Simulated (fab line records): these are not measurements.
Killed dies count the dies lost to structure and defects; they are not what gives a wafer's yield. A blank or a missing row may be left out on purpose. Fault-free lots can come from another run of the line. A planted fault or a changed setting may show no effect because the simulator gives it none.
fab line records ; flow nand_harc
record lots=6; wafers=18; last_day=32
route steps=1302 shown P_CONTACT@241 P_M0@253 END@1302
lots that met no fault: taken from a fault-free run of the same line
start_h: the number of hours between the record's first day and the start of the first shown wafer of the lot ; wait_h: time in hours since the lot's previous step ; " the same as in the row above ; L1.1+2: a row that stands for several wafers ; - no value, or no start was given ; * or withheld: withheld ; < > ~ a bound
route shown NAME@n: a module of which the file shows steps, and the number in the route of the first ; usual: the fault-free wafers' mean and standard deviation ; same: alike in all rows ; chamber/n: place in a boat ; sites: the reading at each site ; _std_site: the standard deviation of these ; _edge_site: the outer-site mean with the inner-site mean subtracted ; radius_mm: how far each site lies from the wafer's centre ; mask NAME#n: copy n ; behind: the last tool/chamber to shape the wafer ; hold: cause of the lot's hold/its duration in hours/its outcome ; device: transistor that didn't switch, given as n, p or np ; end of line: at the end of the route, the tests of the same wafers ; step lacking rows: just its recipe ; killed: dies lost to structure and defects at the first sort, not the wafer's yield ; map: per-die view of a wafer (x killed, . not killed, _ where there is no die)
set.NAME: the setting the step ran with; set.NAME@STEP: the setting that earlier step ran with ; model.NAME: the simulator's own value behind a step, which no gauge read
lots at some steps of the route; a table a step, a row a wafer
services: when a tool's chamber went out of use (start_h, in hours from the record's first day, below 0 if earlier), for how many hours, and the reason
## steps
# step NHARC_P_CONTACT_CD_MEAS_19
# usual cd_nm=89.2/1.7
lot.wafer;tool;chamber;start_h;wait_h;cd_nm
L802.2;cd_sem-01;-;149.63;-;87.7
L802.3;cd_sem-01;-;149.63;-;88.2
L802.5;cd_sem-01;-;149.63;-;88.5
L805.1;cd_sem-03;-;179.05;-;90.4
L805.3;cd_sem-03;-;179.05;-;89.7
L805.4;cd_sem-03;-;179.05;-;89.7
L806.2;cd_sem-01;-;191.82;-;90.5
L806.3;cd_sem-01;-;191.82;-;91.4
L806.4;cd_sem-01;-;191.82;-;88.5
L811.2;cd_sem-01;-;235.58;-;89.8
L811.3;cd_sem-01;-;235.58;-;90.8
L811.4;cd_sem-01;-;235.58;-;90.2
L817.1;cd_sem-01;-;308.36;-;88.9
L817.2;cd_sem-01;-;308.36;-;91.0
L817.3;cd_sem-01;-;308.36;-;90.7
L821.2;cd_sem-01;-;337.85;-;90.6
L821.4;cd_sem-01;-;337.85;-;92.4
L821.5;cd_sem-01;-;337.85;-;89.0
# step NHARC_P_CONTACT_STRIP_28
# recipe o2_flow_sccm=500; ar_flow_sccm=0; bias_w=0; chemistry=O2
# usual drypump_motor_current_A=5.7/0.44; oes_product_au=1.000/0.013; rf_vpp_V=57.9/0.9; showerhead_plenum_p_Torr=3.58/0.17; throttle_valve_pct=17.037/0.0089
lot.wafer;tool;chamber;start_h;wait_h;drypump_motor_current_A;oes_product_au;rf_hours_counter_h;rf_vpp_V;showerhead_plenum_p_Torr;throttle_valve_pct
L802.3;rie_diel-12;3;149.74;0.1;5.8;0.988;1;58.3;3.59;17.037
L802.2;rie_diel-12;0;149.74;0.1;5.6;1.002;1;58.6;3.79;17.046
L802.5;rie_diel-12;2;149.74;0.1;6.7;0.996;-;57.6;3.75;17.045
L805.4;rie_diel-12;3;179.14;0.1;5.8;0.983;2;57.4;3.59;17.026
L805.3;rie_diel-12;0;179.14;0.1;5.6;1.009;2;58.6;3.79;17.042
L805.1;rie_diel-12;1;179.14;0.1;5.6;1.007;2;56.8;3.60;17.026
L806.4;rie_diel-01;2;191.89;0.1;5.9;0.988;10;58.4;3.76;17.031
L806.3;rie_diel-01;3;191.89;0.1;5.1;1.009;11;56.3;3.31;17.049
L806.2;rie_diel-01;1;191.89;0.1;5.5;0.998;11;57.5;3.47;17.042
L811.2;rie_diel-01;2;235.65;0.1;5.9;0.987;1;57.6;3.76;17.030
L811.3;rie_diel-01;3;235.65;0.1;5.1;1.021;1;57.4;3.31;17.046
L811.4;rie_diel-01;1;235.65;0.1;5.5;0.999;1;57.5;3.47;17.027
L817.3;rie_diel-01;3;308.43;0.1;5.1;1.017;5;57.7;3.31;17.031
L817.1;rie_diel-01;0;308.43;0.1;5.9;0.997;4;59.2;3.54;17.048
L817.2;rie_diel-01;1;308.43;0.1;5.5;0.985;4;57.7;3.47;17.028
L821.4;rie_diel-01;3;337.94;0.1;5.1;1.001;6;56.6;3.31;17.022
L821.2;rie_diel-01;1;337.94;0.1;5.5;0.979;6;58.2;3.46;17.019
L821.5;rie_diel-01;3;337.94;0.1;5.1;1.016;-;57.7;3.31;17.046
# step NHARC_P_CONTACT_STRIP_29
# recipe time_s=1200; temp_c=72.5; chemistry=post_etch_residue_remover
# step NHARC_P_CONTACT_DEGAS_38
# recipe temp_c=300; time_s=60
# usual heater_power_w=466/33
lot.wafer;tool;chamber;start_h;wait_h;heater_power_w
L802.3;pvd_sputter-01;-;150.35;-;491
L802.2;pvd_sputter-01;-;150.35;-;468
L802.5;pvd_sputter-01;-;150.35;-;485
L805.4;pvd_sputter-01;-;179.76;-;479
L805.3;pvd_sputter-01;-;179.76;-;412
L805.1;pvd_sputter-01;-;179.76;-;478
L806.2;pvd_sputter-03;-;192.53;-;436
L806.3;pvd_sputter-03;-;192.53;-;452
L806.4;pvd_sputter-03;-;192.53;-;481
L811.2;pvd_sputter-02;-;236.28;-;451
L811.4;pvd_sputter-02;-;236.28;-;491
L811.3;pvd_sputter-02;-;236.28;-;492
L817.2;pvd_sputter-01;-;309.07;-;465
L817.1;pvd_sputter-01;-;309.07;-;399
L817.3;pvd_sputter-01;-;309.07;-;515
L821.2;pvd_sputter-02;-;338.57;-;484
L821.4;pvd_sputter-02;-;338.57;-;473
L821.5;pvd_sputter-02;-;338.57;-;516
# step NHARC_P_CONTACT_PRE_CLEAN_39
# recipe time_s=19.5; bias_v=250; gas=Ar
# step NHARC_P_CONTACT_PVD_32
# recipe target_thk_a=50; chamber_pressure_pa=5; power_w=5000; substrate_temp_c=200; time_s=17.7; material=Ti
# step NHARC_P_CONTACT_ALD_22
# recipe target_thk_a=30; pulse_time_s=1; ald_cycles=150; temp_c=450; material=TiN
# usual heater_power_w=1150/180; precursor_pulse_height_rel=0.999/0.02
lot.wafer;tool;chamber;start_h;wait_h;heater_power_w;precursor_pulse_height_rel
L802.2;ald_metal-03;0;150.63;-;1162;1.014
L802.3;ald_metal-03;1;150.63;-;1072;0.991
L802.5;ald_metal-03;3;150.63;-;950;1.003
L805.3;ald_metal-02;0;180.00;-;1247;1.024
L805.1;ald_metal-02;1;180.00;-;1208;1.000
L805.4;ald_metal-02;1;180.00;-;1212;1.007
L806.4;ald_metal-02;2;192.78;-;1547;0.997
L806.2;ald_metal-02;0;192.78;-;1276;1.028
L806.3;ald_metal-02;1;192.78;-;1203;0.956
L811.2;ald_metal-02;0;236.52;-;1254;0.996
L811.3;ald_metal-02;1;236.52;-;1202;1.009
L811.4;ald_metal-02;3;236.52;-;854;0.992
L817.1;ald_metal-01;1;309.31;-;1003;0.999
L817.2;ald_metal-01;3;309.31;-;1253;0.986
L817.3;ald_metal-01;0;309.31;-;1256;1.041
L821.2;ald_metal-02;2;338.80;-;1404;1.020
L821.4;ald_metal-02;0;338.80;-;1249;1.018
L821.5;ald_metal-02;3;338.80;-;858;0.990
# step NHARC_P_CONTACT_CVD_23
# recipe target_thk_a=2000; temp_c=300; pressure_torr=40; wf6_flow_sccm=40; h2_flow_sccm=1600; ar_flow_sccm=1560; time_s=557; material=W
# usual heater_power_w=456/30; throttle_valve_pct=7.81/0.24
lot.wafer;tool;chamber;start_h;wait_h;heater_power_w;throttle_valve_pct
L802.2;cvd_w-02;1;-;-;408;7.53
L802.3;cvd_w-02;0;-;-;487;7.68
L802.5;cvd_w-02;1;-;-;412;7.68
L805.1;cvd_w-02;1;-;-;435;7.93
L805.4;cvd_w-02;0;-;-;480;7.71
L805.3;cvd_w-02;1;-;-;425;7.97
L806.2;cvd_w-02;1;-;-;425;7.41
L806.4;cvd_w-02;1;-;-;416;7.84
L806.3;cvd_w-02;0;-;-;490;7.75
L811.2;cvd_w-01;1;-;-;480;8.07
L811.4;cvd_w-01;0;-;-;449;8.18
L811.3;cvd_w-01;1;-;-;471;7.66
L817.1;cvd_w-01;0;-;-;458;8.24
L817.2;cvd_w-01;1;-;-;478;8.22
L817.3;cvd_w-01;0;-;-;464;7.91
L821.2;cvd_w-02;1;-;-;405;7.42
L821.4;cvd_w-02;1;-;-;420;7.34
L821.5;cvd_w-02;0;-;-;469;7.64
# step NHARC_P_CONTACT_CMP_24
# recipe t_overpolish_s=30; target_thk_nm=200
# usual motor_current_A=12.0/1.5; overpolish_run_s=30.000/0.0091; time_to_endpoint_s=40/3.4
lot.wafer;tool;chamber;start_h;wait_h;motor_current_A;overpolish_run_s;time_to_endpoint_s
L802.3;cmp-01;0;151.45;0.3;10.3;29.993;37
L802.2;cmp-01;1;151.45;0.3;15.3;30.001;39
L802.5;cmp-01;0;151.45;0.3;10.9;29.996;38
L805.1;cmp-03;3;180.89;0.5;10.9;29.997;38
L805.4;cmp-03;0;180.89;0.5;10.1;30.004;38
L805.3;cmp-03;2;180.89;0.5;12.6;30.002;35
L806.3;cmp-01;2;193.62;0.3;12.4;29.993;41
L806.2;cmp-01;3;193.62;0.3;11.4;30.002;35
L806.4;cmp-01;0;193.62;0.3;10.0;30.007;40
L811.2;cmp-04;3;237.38;0.5;12.8;29.991;45
L811.4;cmp-04;1;237.38;0.5;11.9;29.989;48
L811.3;cmp-04;2;237.38;0.5;10.5;29.989;44
L817.2;cmp-01;1;310.16;0.5;16.0;30.017;39
L817.3;cmp-01;2;310.16;0.5;11.7;30.014;39
L817.1;cmp-01;0;310.16;0.5;10.7;30.005;37
L821.4;cmp-01;2;339.64;0.4;11.8;29.989;38
L821.2;cmp-01;0;339.64;0.4;10.5;29.996;38
L821.5;cmp-01;2;339.64;0.4;11.9;29.998;39
# step NHARC_P_CONTACT_SRD_26
# step NHARC_P_CONTACT_INSPECT_27
# usual raw_defect_count=303/110
lot.wafer;tool;chamber;start_h;wait_h;raw_defect_count
L802.2;defect_inspect-02;-;151.87;0.1;251
L802.3;defect_inspect-02;-;151.87;0.1;293
L802.5;defect_inspect-02;-;151.87;0.1;261
L805.1;defect_inspect-02;-;181.29;0.1;190
L805.3;defect_inspect-02;-;181.29;0.1;293
L805.4;defect_inspect-02;-;181.29;0.1;233
L806.2;defect_inspect-01;-;194.03;0.1;607
L806.3;defect_inspect-01;-;194.03;0.1;429
L806.4;defect_inspect-01;-;194.03;0.1;320
L811.2;defect_inspect-01;-;237.78;0.1;145
L811.3;defect_inspect-01;-;237.78;0.1;200
L811.4;defect_inspect-01;-;237.78;0.1;170
L817.1;defect_inspect-02;-;310.56;0.1;219
L817.2;defect_inspect-02;-;310.56;0.1;301
L817.3;defect_inspect-02;-;310.56;0.1;179
L821.2;defect_inspect-01;-;340.04;0.1;475
L821.4;defect_inspect-01;-;340.04;0.1;243
L821.5;defect_inspect-01;-;340.04;0.1;336
# step NHARC_P_M0_DEP_00
# recipe target_thk_a=1500; target_thk_nm=150; temp_c=withheld; pressure_torr=5; flow_sccm=200; rf_w=600; material=SiOC
lot.wafer;tool;chamber;start_h;wait_h
L802.3+2+5;pecvd-04;2,1,0;151.93;0.1
L805.1+3+4;pecvd-02;0,1,0;181.40;0.1
L806.2+3+4;pecvd-04;1,2,1;194.09;0.1
L806.2+3+4;pecvd-04;1,2,1;194.59;-
L811.2+3+4;pecvd-01;0,1,2;237.85;0.1
L811.2+3+4;pecvd-01;0,1,2;238.35;-
L817.1+3+2;pecvd-02;0,1,2;310.63;0.1
L821.2+4+5;pecvd-02;2,1,0;340.15;0.1
# step NHARC_P_M0_DEHYDRATE_01
# recipe temp_c=150; time_s=120
# step NHARC_END_SORT_01
# recipe temp_c=25
# usual defect_limited_yield=91/3; killed_at_array=55/20; killed_at_other=1.2/1.3; killed_at_periphery=4.0/3; killed_dies=60/21; killed_open=3.2/1.9; killed_short=2.5/1.6
# same gross_dies=677
lot.wafer;tool;chamber;start_h;wait_h;defect_limited_yield[%];killed_at_array;killed_at_other;killed_at_periphery;killed_dies;killed_open;killed_short
L805.1;prober-01;0;622.95;2.5;89;74;0;3;77;1;2
L805.3;prober-01;0;624.55;3.1;88;79;1;2;82;3;1
L805.4;prober-01;0;625.35;3.4;89;68;0;5;73;1;3
L806.2;prober-02;0;631.02;2.8;0;85;2;590;677;1;4
L806.3;prober-02;0;631.83;3.1;0;64;0;613;677;1;0
L806.4;prober-02;0;632.65;3.4;0;67;2;608;677;3;3
L811.2;prober-01;0;685.51;2.8;0;67;0;610;677;5;4
L811.3;prober-01;0;686.31;3.1;0;56;0;621;677;3;3
L811.4;prober-01;0;687.10;3.4;0;42;0;635;677;1;1
# killed by level:class
L805.1 A_CHANNEL_HOLE_D1:chamber_film_flake=33 A_CHANNEL_HOLE_D2:chamber_film_flake=33 A_SGD_CUT:chamber_film_flake=2 P_M2:geometric_particle:short=1 A_CHANNEL_HOLE_D1:geometric_particle:short=1 A_SGD_CUT:geometric_particle:open=1 P_ZERO_WELL:chamber_film_flake=1 P_STI:chamber_film_flake=1
L805.3 A_CHANNEL_HOLE_D1:chamber_film_flake=39 A_CHANNEL_HOLE_D2:chamber_film_flake=30 A_M0:chamber_film_flake=4 P_ZERO_WELL:chamber_film_flake=2 A_WL_FILL:chamber_film_flake=2 A_CHANNEL_HOLE_D1:geometric_particle:open=1 A_CHANNEL_FILL_D1:geometric_particle:short=1 A_BLC:geometric_particle:open=1
L805.4 A_CHANNEL_HOLE_D1:chamber_film_flake=30 A_CHANNEL_HOLE_D2:chamber_film_flake=30 P_ZERO_WELL:chamber_film_flake=3 A_M0:chamber_film_flake=3 P_GATE:geometric_particle:short=2 A_WL_FILL:geometric_particle:short=1 A_WL_FILL:geometric_particle:open=1 A_SGD_CUT:chamber_film_flake=1
L806.2 P_M0:area_dep=587 A_CHANNEL_HOLE_D2:chamber_film_flake=33 A_SLIT:chamber_film_flake=28 A_CHANNEL_HOLE_D1:chamber_film_flake=8 A_SGD_CUT:chamber_film_flake=7 P_M1:chamber_film_flake=3 A_CONTACT:chamber_film_flake=2 THIN_TSV:chamber_film_flake=2
L806.3 P_M0:area_dep=607 A_SLIT:chamber_film_flake=31 A_CHANNEL_HOLE_D2:chamber_film_flake=26 P_M1:chamber_film_flake=6 A_SGD_CUT:chamber_film_flake=5 A_CHANNEL_FILL_D1:geometric_particle:open=1 A_CHANNEL_HOLE_D1:chamber_film_flake=1
L806.4 P_M0:area_dep=606 A_CHANNEL_HOLE_D2:chamber_film_flake=35 A_SLIT:chamber_film_flake=20 A_SGD_CUT:chamber_film_flake=6 THIN_TSV:chamber_film_flake=2 P_CONTACT:geometric_particle:short=1 A_DECK1_JOINT:geometric_particle:short=1 A_ONON_D2:geometric_particle:open=1
L811.2 P_M0:area_dep=608 A_CHANNEL_HOLE_D2:chamber_film_flake=22 A_SLIT:chamber_film_flake=19 A_CONTACT:chamber_film_flake=8 A_CHANNEL_HOLE_D1:chamber_film_flake=5 A_STAIRCASE:chamber_film_flake=3 A_CHANNEL_HOLE_D1:geometric_particle:short=1 A_CHANNEL_FILL_D1:geometric_particle:open=1
L811.3 P_M0:area_dep=619 A_SLIT:chamber_film_flake=26 A_CHANNEL_HOLE_D2:chamber_film_flake=11 A_CHANNEL_HOLE_D1:chamber_film_flake=4 A_CONTACT:chamber_film_flake=4 A_STAIRCASE:chamber_film_flake=3 P_M1:geometric_particle:open=1 A_ONON_D2:geometric_particle:short=1
L811.4 P_M0:area_dep=626 A_SLIT:chamber_film_flake=15 A_CHANNEL_HOLE_D2:chamber_film_flake=8 A_CONTACT:chamber_film_flake=7 A_CHANNEL_HOLE_D1:chamber_film_flake=5 P_BONDPAD:chamber_film_flake=4 P_ZERO_WELL:chamber_film_flake=2 P_GATE:chamber_film_flake=2
# map L806.2 (x killed, . not)
____________x____________
_________xxxxxxx_________
_______xxxxxxxxxxx_______
______xxxxxxxxxxxxx______
_____xxxxxxxxxxxxxxx_____
____xxxxxxxxxxxxxxxxx____
____xxxxxxxxxxxxxxxxx____
___xxxxxxxxxxxxxxxxxxx___
___xxxxxxxxxxxxxxxxxxx___
__xxxxxxxxxxxxxxxxxxxxx__
__xxxxxxxxxxxxxxxxxxxxx__
_xxxxxxxxxxxxxxxxxxxxxxx_
_xxxxxxxxxxxxxxxxxxxxxxx_
_xxxxxxxxxxxxxxxxxxxxxxx_
_xxxxxxxxxxxxxxxxxxxxxxx_
_xxxxxxxxxxxxxxxxxxxxxxx_
xxxxxxxxxxxxxxxxxxxxxxxxx
xxxxxxxxxxxxxxxxxxxxxxxxx
xxxxxxxxxxxxxxxxxxxxxxxxx
xxxxxxxxxxxxxxxxxxxxxxxxx
xxxxxxxxxxxxxxxxxxxxxxxxx
_xxxxxxxxxxxxxxxxxxxxxxx_
_xxxxxxxxxxxxxxxxxxxxxxx_
_xxxxxxxxxxxxxxxxxxxxxxx_
_xxxxxxxxxxxxxxxxxxxxxxx_
_xxxxxxxxxxxxxxxxxxxxxxx_
__xxxxxxxxxxxxxxxxxxxxx__
__xxxxxxxxxxxxxxxxxxxxx__
___xxxxxxxxxxxxxxxxxxx___
___xxxxxxxxxxxxxxxxxxx___
____xxxxxxxxxxxxxxxxx____
____xxxxxxxxxxxxxxxxx____
_____xxxxxxxxxxxxxxx_____
______xxxxxxxxxxxxx______
_______xxxxxxxxxxx_______
_________xxxxxxx_________
____________x____________
# map L811.2 (x killed, . not)
____________x____________
_________xxxxxxx_________
_______xxxxxxxxxxx_______
______xxxxxxxxxxxxx______
_____xxxxxxxxxxxxxxx_____
____xxxxxxxxxxxxxxxxx____
____xxxxxxxxxxxxxxxxx____
___xxxxxxxxxxxxxxxxxxx___
___xxxxxxxxxxxxxxxxxxx___
__xxxxxxxxxxxxxxxxxxxxx__
__xxxxxxxxxxxxxxxxxxxxx__
_xxxxxxxxxxxxxxxxxxxxxxx_
_xxxxxxxxxxxxxxxxxxxxxxx_
_xxxxxxxxxxxxxxxxxxxxxxx_
_xxxxxxxxxxxxxxxxxxxxxxx_
_xxxxxxxxxxxxxxxxxxxxxxx_
xxxxxxxxxxxxxxxxxxxxxxxxx
xxxxxxxxxxxxxxxxxxxxxxxxx
xxxxxxxxxxxxxxxxxxxxxxxxx
xxxxxxxxxxxxxxxxxxxxxxxxx
xxxxxxxxxxxxxxxxxxxxxxxxx
_xxxxxxxxxxxxxxxxxxxxxxx_
_xxxxxxxxxxxxxxxxxxxxxxx_
_xxxxxxxxxxxxxxxxxxxxxxx_
_xxxxxxxxxxxxxxxxxxxxxxx_
_xxxxxxxxxxxxxxxxxxxxxxx_
__xxxxxxxxxxxxxxxxxxxxx__
__xxxxxxxxxxxxxxxxxxxxx__
___xxxxxxxxxxxxxxxxxxx___
___xxxxxxxxxxxxxxxxxxx___
____xxxxxxxxxxxxxxxxx____
____xxxxxxxxxxxxxxxxx____
_____xxxxxxxxxxxxxxx_____
______xxxxxxxxxxxxx______
_______xxxxxxxxxxx_______
_________xxxxxxx_________
____________x____________
## services
tool;chamber;start_h;hours;kind
pecvd-01;-;130.00;13.0;pm
pvd_sputter-02;-;145.66;7.6;repair
pecvd-01;2;148.86;11.9;repair
rie_diel-01;0;160.74;2.7;repair
cmp-01;-;161.49;12.3;repair
cvd_w-02;-;165.25;0.4;repair
pecvd-01;2;166.98;44.0;repair
ald_metal-02;3;171.67;10.2;repair
rie_diel-01;2;182.77;1.2;repair
cvd_w-01;-;185.00;13.0;pm
cmp-01;-;185.50;4.0;pm
rie_diel-01;-;203.82;9.0;pm
pecvd-01;0;204.13;18.8;repair
pvd_sputter-01;-;226.02;10.0;pm
pecvd-02;-;227.14;13.0;pm
cvd_w-02;-;229.12;0.3;repair
ald_metal-02;-;254.00;10.0;pm
rie_diel-12;-;268.40;9.0;pm
cvd_w-02;-;269.00;13.0;pm
pecvd-04;-;269.27;13.0;pm
cmp-01;-;276.02;3.8;repair
cvd_w-01;0;278.15;6.6;repair
cmp-01;-;283.50;4.0;pm
pvd_sputter-01;-;294.92;2.3;repair
## key
first_sign step=NHARC_P_M0_DEP_00; reading=visit; direction=added
effect step=NHARC_END_SORT_01; reading=killed_at_periphery; direction=up; sigmas=99+; usual=4.0; struck=612.8
more_kills_born_at NHARC_P_M0_DEP_00@pecvd-01=1853; NHARC_P_M0_DEP_00@pecvd-04=1800
met_at NHARC_P_M0_DEP_00
struck_wafers L806.2,L806.3,L806.4,L811.2,L811.3,L811.4
later_rows_left_out L806.2,L806.3,L806.4,L811.2,L811.3,L811.4
fault kind=repeated_step_whole; tool=pecvd-01,pecvd-02,pecvd-04; chamber=-; onset_h=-; steps=NHARC_P_M0_DEP_00; times=1; scope=struck_lots_only
# later_rows_left_out: the simulator's readings of these wafers behind a module that went badly wrong aren't trusted and aren't shown, but for the sort
